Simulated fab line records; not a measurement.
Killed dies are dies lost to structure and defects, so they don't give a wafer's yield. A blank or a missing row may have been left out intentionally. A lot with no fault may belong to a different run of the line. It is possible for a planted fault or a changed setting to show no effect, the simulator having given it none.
Lot-split experiment ; flow n5Finfet ; route with 1938 steps; 7 lots, 21 wafers read

ON THE SPLIT
At N5_SD_EPI_N_EPI_21 (deposits Si:P, time 690 s), the setting tempC was moved away from the recipe's 680 C on 9 of the 21 wafers read, by -0.7% to +0.4%. This setting was run at the recipe's value on the other wafers.

FROM THE SPLIT TO THE READING: what the file shows between them, 4 steps
- N5_SD_EPI_N_PRECLEAN_49: cleans in NF3:NH3, afs cycles 1, time 20 s, sublimation time 60 s (also split here: timeS)
- N5_SD_EPI_N_LINER_46: material SiNx, target thk 3 nm
- N5_SD_ACTIVATION_RTA_00: time 0 s
- N5_SD_ACTIVATION_LSA_01: time 0.0008 s

THE READING
RS_SD_N (ohm/sq), read at N5_SD_ACTIVATION_RS_MEAS_03 with a four-point probe. A value of 21.9 ohm/sq with a standard deviation of 0.33 ohm/sq is what fault-free wafers of this fab line usually give.

wafer;tool, chamber at the split;tempC as run, C;against the recipe;RS_SD_N, ohm/sq;against lot-mates on the recipe
L077.2;epiRpcvd-02, 0;680;recipe;21.6;-
L077.3;epiRpcvd-02, 0;680;recipe;21.6;-
L077.4;epiRpcvd-02, 0;680;recipe;21.7;-
L078.1;epiRpcvd-04, 0;680;recipe;21.3;-
L078.2;epiRpcvd-04, 0;680;recipe;21.4;-
L078.6;epiRpcvd-04, 0;680;recipe;21.6;-
L079.2;epiRpcvd-02, 0;680;recipe;22.1;-
L079.5;epiRpcvd-02, 0;682.6;+0.4%;21.0;-1.0
L079.6;epiRpcvd-02, 0;680;recipe;21.9;-
L080.3;epiRpcvd-01, 0;680;recipe;22.2;-
L080.4;epiRpcvd-01, 0;675.4;-0.7%;23.7;+1.5
L080.5;epiRpcvd-01, 0;675.4;-0.7%;23.8;+1.6
L083.2;epiRpcvd-01, 0;680;recipe;21.1;-
L083.3;epiRpcvd-01, 0;682.7;+0.4%;20.4;-0.7
L083.5;epiRpcvd-01, 0;680;recipe;21.1;-
L084.1;epiRpcvd-01, 0;678;-0.3%;23.0;no lot-mate on the recipe
L084.2;epiRpcvd-01, 0;678;-0.3%;22.9;no lot-mate on the recipe
L084.4;epiRpcvd-01, 0;678;-0.3%;22.8;no lot-mate on the recipe
L085.2;epiRpcvd-01, 0;675.7;-0.6%;23.3;+1.6
L085.5;epiRpcvd-01, 0;680;recipe;21.7;-
L085.6;epiRpcvd-01, 0;675.7;-0.6%;22.6;+0.9

THE FIT
A straight line over all 21 wafers: RS_SD_N changes by -2.74 ohm/sq for each +1% of tempC; r = -0.91; the points scatter about the line by 0.39 ohm/sq.
The same after taking each lot's own level away (the mean of its wafers on the recipe; 18 wafers): -2.15 ohm/sq for each +1%; r = -0.98; scatter 0.16 ohm/sq.
The reading moves by 1.5 ohm/sq for the largest change in tempC, on that fit.
From 21.10 to 22.20 ohm/sq: that is the span of the lots' own levels, equal to 3.3 times the standard deviation above.
In other words, the slope is changed by the lot-to-lot level; the two fits disagree.
Check: +1.44 ohm/sq against its lot-mates is what the line predicts for one of the wafers moved furthest among these (-0.7%) when that wafer is left out of the fit. Against them it came out at +1.5 ohm/sq.

ADDITIONAL SPLITS CARRIED BY THESE WAFERS
Note: prior to the reading, these wafers also went through further splits. Each is held against what the fit with the lots' levels taken away leaves over:
other split on the same wafers;wafers away from the commonest value;r with RS_SD_N (lot level and that fit taken away)
N5_WELL_APT_COAT_19 spinRpm;5;-0.42
N5_WELL_APT_EXPOSE_22 doseMj;4;+0.28
N5_PMOS_HMC_CHANNEL_EPI_ETCH_32 biasW;5;+0.01
N5_FIN_CUT_ETCH_21 biasW;5;-0.05
N5_DUMMY_GATE_COAT_35 spinRpm;5;-0.24
N5_DUMMY_GATE_COAT_28 spinRpm;5;+0.22
N5_SD_EPI_N_PRECLEAN_49 timeS;8;-0.30

THE WHOLE CHAIN: every reading that the file lists as answering this split, in the file's order
step;what it does;reading;change (the file's fit);r (the file's)
N5_SD_EPI_N_EPI_21;deposits Si:P, time 690 s;Si-P_of_SD_EPI_N_EPI_21.thkNm (the simulator's own value, which no gauge read);+5.85 nm for each +1% of the setting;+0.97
N5_SD_ACTIVATION_RS_MEAS_03;measures by four-point-probe;RS_SD_N;-2.19 for each +1% of the setting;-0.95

FILE'S OWN FIT
RS_SD_N changes by -2.19 ohm/sq for each +1% of tempC, r = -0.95.
